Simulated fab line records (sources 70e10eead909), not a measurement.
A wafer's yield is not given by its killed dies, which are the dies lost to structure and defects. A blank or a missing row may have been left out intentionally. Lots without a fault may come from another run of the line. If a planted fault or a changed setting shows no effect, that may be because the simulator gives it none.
Chamber matching    flow nand_harc    ald_hk-03 running NHARC_A_CHANNEL_FILL_D1_ALD_25: 4 sister chambers
The step deposits SiOx, target thk 60 nm, pulse time 10 s, ald cycles 600. 7 wafers are shown with their chamber, then 7 later ones without.

## WAFERS, EACH WITH ITS CHAMBER
wafer   chamber  heater_power_w (W)  precursor_pulse_height_rel
L880.1  1        554                 1.007
L880.5  3        578                 0.995
L886.1  1        556                 0.993
L886.2  0        512                 0.992
L886.3  2        490                 0.996
L892.1  3        554                 1.016
L892.2  0        533                 0.979

## WAFERS WITH NO CHAMBER GIVEN
wafer   heater_power_w (W)  precursor_pulse_height_rel
L892.5  570                 1.031
L894.1  536                 1.014
L894.2  568                 0.994
L894.6  558                 1.007
L896.1  506                 1.002
L896.3  561                 0.977
L896.5  492                 0.999

## THE CHAMBER EACH PASSED THROUGH
wafer   from the rows above                in truth
L892.5  can't be placed: 3 or 1            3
L894.1  can't be placed: 1 or 3 or 0 or 2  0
L894.2  can't be placed: 3 or 1            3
L894.6  can't be placed: 3 or 1            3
L896.1  can't be placed: 2 or 0            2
L896.3  can't be placed: 1 or 3 or 0       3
L896.5  2                                  2
Correctly placed: 1 of 7. Cannot be placed on the basis of these rows: 6; the candidates contain the true chamber in 6. 0 placed wrongly.
How it was worked out, from the rows above alone: a wafer's distance from a chamber is the root of the sum, over the readings, of the square of ((its reading less the chamber's mean) divided by the reading's scatter). If the next closest chamber is less than 2 further off than the closest, the wafer can't be placed; otherwise it belongs to the closest. Each chamber's mean is taken over the wafers shown for it. The scatter: take each reading less its chamber's mean, square it, sum over the shown wafers, divide by the number of wafers less the number of chambers, and take the root.
